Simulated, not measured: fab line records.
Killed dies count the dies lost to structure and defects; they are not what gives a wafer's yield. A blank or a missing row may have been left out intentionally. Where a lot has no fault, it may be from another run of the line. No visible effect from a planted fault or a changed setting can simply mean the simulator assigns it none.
Chamber matching ; flow n5_finfet ; rie_diel-04 running N5_BEOL_M6_ETCH_65: 4 sister chambers
The step etches SiARC in CF4, target depth 15.6 nm, time 26 s. 8 wafers are shown with their chamber, then 8 later ones without.

== WAFERS, EACH WITH ITS CHAMBER ==
wafer;chamber;throttle_valve_pct (%);showerhead_plenum_p_Torr (Torr)
L083.1;3;15.08;2.29
L083.6;1;15.30;2.17
L084.3;0;15.59;2.23
L084.6;2;15.62;2.24
L091.2;0;15.64;2.22
L091.3;3;15.10;2.28
L091.5;1;15.32;2.17
L093.3;2;15.65;2.24

== WAFERS MISSING THEIR CHAMBER ==
wafer;throttle_valve_pct (%);showerhead_plenum_p_Torr (Torr)
L093.5;15.34;2.16
L093.6;15.65;2.22
L092.1;15.10;2.28
L092.2;15.34;2.16
L092.5;15.63;2.22
L095.2;15.14;2.28
L095.5;15.14;2.28
L095.6;15.67;2.23

== EACH ONE'S CHAMBER ==
wafer;from the rows above;in truth
L093.5;1;1
L093.6;0;0
L092.1;3;3
L092.2;1;1
L092.5;0;0
L095.2;3;3
L095.5;3;3
L095.6;can't be placed: 2 or 0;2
Correctly placed: 7 of 8. Can't be placed from these rows: 1 (the true chamber is among the candidates in 1). Number placed wrongly: 0.
How it was worked out, from the rows above alone: a wafer's distance from a chamber is the root of the sum, over the readings, of the square of ((its reading less the chamber's mean) divided by the reading's scatter). The wafer belongs to the nearest chamber; if the next one is less than 2 further off, it can't be placed. Each chamber's mean is taken over the wafers shown for it. The scatter: the root of (the sum of the squares of (reading less its chamber's mean) over the shown wafers, divided by (wafers less chambers)).
